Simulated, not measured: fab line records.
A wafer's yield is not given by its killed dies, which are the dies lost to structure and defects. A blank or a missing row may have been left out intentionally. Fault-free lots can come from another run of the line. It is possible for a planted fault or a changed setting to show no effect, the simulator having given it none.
Split-lot trial -- flow n5_finfet -- 21 wafers read from 7 lots, route of 1938 steps

== THE SPLIT ITSELF ==
At N5_BEOL_M15_TRENCH_ETCH_34 (etches SiO2 in C4F8/O2/Ar, target depth 872.93 nm, time 199 s), the setting bias_w was moved away from the recipe's 2040 W on 10 of the 21 wafers read, by -15.1% to +8.6%. For the rest of the wafers, this setting stayed at what the recipe calls for.

The split's own step is where the reading is taken.

== THE READING ==
rf_vpp_V, in V, at N5_BEOL_M15_TRENCH_ETCH_34 (etches SiO2 in C4F8/O2/Ar, target depth 872.93 nm, time 199 s). Typical for fault-free wafers on this fab line: 2223 V, with standard deviation 20 V.

wafer,"tool, chamber at the split","bias_w as run, W",against the recipe,"rf_vpp_V, V",against lot-mates on the recipe
L076.1,"rie_diel-06, 0",2040,recipe,2201,-
L076.2,"rie_diel-06, 2",2215,+8.6%,2327,+126
L076.6,"rie_diel-06, 0",2215,+8.6%,2329,+128
L082.2,"rie_diel-03, 3",2040,recipe,2245,-
L082.3,"rie_diel-03, 0",2040,recipe,2214,-
L082.4,"rie_diel-03, 2",2040,recipe,2246,-
L089.2,"rie_diel-03, 0",2168,+6.3%,2309,+67
L089.3,"rie_diel-03, 1",2168,+6.3%,2340,+98
L089.5,"rie_diel-03, 3",2040,recipe,2242,-
L087.2,"rie_diel-03, 3",1865,-8.6%,2106,-139
L087.3,"rie_diel-03, 0",1865,-8.6%,2076,-169
L087.6,"rie_diel-03, 1",2040,recipe,2245,-
L092.1,"rie_diel-02, 2",2040,recipe,2227,-
L092.3,"rie_diel-02, 1",1867,-8.5%,2076,-151
L092.6,"rie_diel-02, 3",1867,-8.5%,2062,-165
L094.1,"rie_diel-02, 1",2156,+5.7%,2299,+88
L094.3,"rie_diel-02, 0",2040,recipe,2197,-
L094.4,"rie_diel-02, 2",2040,recipe,2225,-
L097.1,"rie_diel-03, 3",2040,recipe,2242,-
L097.3,"rie_diel-03, 0",2040,recipe,2212,-
L097.5,"rie_diel-03, 0",1731,-15.1%,1969,-258

THE FIT
A straight line over all 21 wafers: rf_vpp_V changes by +15.6 V for each +1% of bias_w; r = +0.98; the points scatter about the line by 20 V.
The same after taking each lot's own level away (the mean of its wafers on the recipe; 21 wafers): +16.5 V for each +1%; r = +0.99; scatter 14 V.
According to that fit, moving bias_w by its largest amount changes the reading by 2.5e+02 V.
Across the lots, their own levels run from 2201.0 to 2245.0 V, a range of 2.2 times the standard deviation given above.
The two slopes are in agreement: the lot-to-lot level therefore moves the slope only a little.
Check: with one of the wafers moved furthest among these (-15.1%) left out of the fit, the line predicts -256 V for it against its lot-mates. Against them it came out at -258 V.
Tool readings at the split's step, against how far the setting was moved: rf_vpp_V r = +0.98.

== THE OTHER SPLITS THESE WAFERS WENT THROUGH ==
Other splits were also applied to these wafers ahead of the reading. Each is held against what the fit with the lots' levels taken away leaves over:
other split on the same wafers,wafers away from the commonest value,r with rf_vpp_V (lot level and that fit taken away)
N5_BEOL_M14_PEB_08 peb_temp_c,9,+0.13

== FILE'S OWN FIT ==
rf_vpp_V changes by +16.7 V for each +1% of bias_w, r = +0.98.
